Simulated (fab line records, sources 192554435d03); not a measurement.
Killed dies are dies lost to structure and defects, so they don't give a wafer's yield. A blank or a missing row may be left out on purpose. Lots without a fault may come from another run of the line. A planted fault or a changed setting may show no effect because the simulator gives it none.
Which tool did it? | flow n5_finfet | 24 lots, 72 wafers sampled, at 3 steps of a route of 1938

WHAT THE GAUGES READ, wafer by wafer
N5_BEOL_M8_RS_MEAS_57: measures by four-point-probe.
lot  | measured     | on            | M8_RS (ohm/sq)
L075 | day 9 18:53  | film_metro-01 | 0.288 0.280 0.291
L074 | day 10 02:23 | film_metro-01 | 0.271 0.268 0.271
L076 | day 10 02:47 | film_metro-02 | 0.287 0.290 0.296
L077 | day 10 15:08 | film_metro-02 | 0.271 0.270 0.267
L079 | day 11 12:20 | film_metro-02 | 0.285 0.270 0.285
L078 | day 11 13:47 | film_metro-01 | 0.288 0.284 0.279
L080 | day 11 17:29 | film_metro-01 | 0.292 0.291 0.288
L082 | day 11 17:46 | film_metro-02 | 0.288 0.284 0.298
L081 | day 11 21:02 | film_metro-01 | 0.279 0.275 0.284
L083 | day 12 04:37 | film_metro-02 | 0.292 0.295 0.303
L084 | day 12 04:52 | film_metro-01 | 0.288 0.289 0.290
L085 | day 12 05:30 | film_metro-02 | 0.281 0.305 0.288
L086 | day 13 00:10 | film_metro-01 | 0.284 0.283 0.278
L087 | day 13 00:28 | film_metro-01 | 0.284 0.289 0.287
L088 | day 13 08:29 | film_metro-02 | 0.298 0.292 0.299
L089 | day 13 15:51 | film_metro-01 | 0.301 0.285 0.297
L090 | day 13 21:23 | film_metro-02 | 0.294 0.295 0.295
L091 | day 14 00:24 | film_metro-02 | 0.294 0.286 0.289
L092 | day 14 06:26 | film_metro-01 | 0.299 0.288 0.298
L095 | day 14 22:25 | film_metro-01 | 0.291 0.262 0.278
L093 | day 15 02:49 | film_metro-01 | 0.270 0.278 0.284
L094 | day 15 08:42 | film_metro-02 | 0.264 0.281 0.273
L096 | day 15 09:16 | film_metro-01 | 0.289 0.280 0.276
L097 | day 15 19:58 | film_metro-01 | 0.288 0.288 0.279

N5_BEOL_M9_CD_MEAS_11: target cd 64.1 nm.
lot  | measured     | on        | cd_nm (nm)
L075 | day 9 21:52  | cd_sem-02 | 64.5 64.1 63.7
L074 | day 10 06:07 | cd_sem-02 | 64.0 63.7 64.0
L076 | day 10 06:13 | cd_sem-03 | 65.4 64.0 64.8
L077 | day 10 19:38 | cd_sem-03 | 64.1 64.4 64.4
L079 | day 11 15:38 | cd_sem-03 | 64.3 64.6 63.5
L078 | day 11 15:55 | cd_sem-01 | 64.5 63.8 64.8
L080 | day 11 19:17 | cd_sem-01 | 63.4 63.8 64.1
L082 | day 11 19:20 | cd_sem-03 | 63.2 63.6 64.1
L081 | day 12 00:53 | cd_sem-02 | 62.7 63.2 63.8
L083 | day 12 08:01 | cd_sem-01 | 63.8 64.3 63.6
L084 | day 12 08:35 | cd_sem-02 | 63.8 64.1 64.1
L085 | day 12 08:13 | cd_sem-01 | 64.4 64.4 64.6
L086 | day 13 02:20 | cd_sem-03 | 64.5 64.1 64.0
L087 | day 13 02:10 | cd_sem-03 | 63.2 64.0 63.9
L088 | day 13 09:57 | cd_sem-03 | 64.0 64.4 63.6
L089 | day 13 18:13 | cd_sem-03 | 64.0 64.1 64.0
L090 | day 13 22:38 | cd_sem-03 | 64.5 64.9 64.2
L091 | day 14 02:53 | cd_sem-03 | 64.6 63.7 63.6
L092 | day 14 09:47 | cd_sem-02 | 63.7 64.3 64.2
L095 | day 14 23:44 | cd_sem-02 | 63.9 64.5 64.5
L093 | day 15 05:43 | cd_sem-03 | 64.5 64.4 64.3
L094 | day 15 11:41 | cd_sem-03 | 63.5 64.6 63.2
L096 | day 15 12:05 | cd_sem-02 | 64.5 63.5 64.3
L097 | day 16 00:44 | cd_sem-01 | 64.0 63.9 63.9

N5_BEOL_M9_INSPECT_13: inspects for defects (brightfield).
lot  | measured     | on                | raw_defect_count
L075 | day 9 21:55  | defect_inspect-01 | 447 339 361
L074 | day 10 06:10 | defect_inspect-01 | 373 434 392
L076 | day 10 06:16 | defect_inspect-02 | 325 341 466
L077 | day 10 19:41 | defect_inspect-02 | 333 281 286
L079 | day 11 15:42 | defect_inspect-02 | 331 365 400
L078 | day 11 15:58 | defect_inspect-02 | 382 380 509
L080 | day 11 19:20 | defect_inspect-01 | 475 586 437
L082 | day 11 19:23 | defect_inspect-01 | 435 329 242
L081 | day 12 00:56 | defect_inspect-02 | 352 320 402
L083 | day 12 08:04 | defect_inspect-01 | 425 396 443
L084 | day 12 08:39 | defect_inspect-02 | 410 422 326
L085 | day 12 08:16 | defect_inspect-01 | 565 412 376
L086 | day 13 02:23 | defect_inspect-02 | 258 371 338
L087 | day 13 02:13 | defect_inspect-01 | 577 514 504
L088 | day 13 10:01 | defect_inspect-02 | 550 578 645
L089 | day 13 18:16 | defect_inspect-02 | 409 443 428
L090 | day 13 22:42 | defect_inspect-02 | 385 287 327
L091 | day 14 02:56 | defect_inspect-01 | 469 401 387
L092 | day 14 09:50 | defect_inspect-01 | 376 472 509
L095 | day 14 23:47 | defect_inspect-02 | 445 269 414
L093 | day 15 05:46 | defect_inspect-01 | 476 216 298
L094 | day 15 11:44 | defect_inspect-02 | 281 238 355
L096 | day 15 12:08 | defect_inspect-01 | 401 362 385
L097 | day 16 00:47 | defect_inspect-02 | 336 390 421

WHICH TOOL RAN EACH LOT (tool, then ch and the chambers of the sampled wafers, then the start)
The record holds no process step before these readings.

WHAT THE TOOLS THEMSELVES READ (means of the sampled wafers that have a number; where no wafer has one, the mark that the record gives instead)
The record holds no such reading with a usual standard deviation.

THE ANSWER, worked out from the rows above alone
Rule: what is usual is taken from the lots themselves. Put in order of their means at a reading, lots are off if they are a third of the lots or fewer, leave a main group of 4 or more, and stand apart from it by a gap of 3 or more times the standard deviation of the main group's means; of several such gaps the widest counts. A main group whose means are all the same, to the digits that the tables above print for the reading, isn't used. A lot without any number at a reading at which 4 lots or more have one is off too. The other lots that the step has rows for count as sound. The gauges are gone through in route order, then the tools' own readings, and for those a lot's mean is taken as printed above. The first step at which some lot is off is used, and at that step the reading that is off furthest; a lot without a number counts as furthest.
No lot is off at any reading shown: from this, nothing can be told.

WHAT THE SIMULATOR HAD PUT IN
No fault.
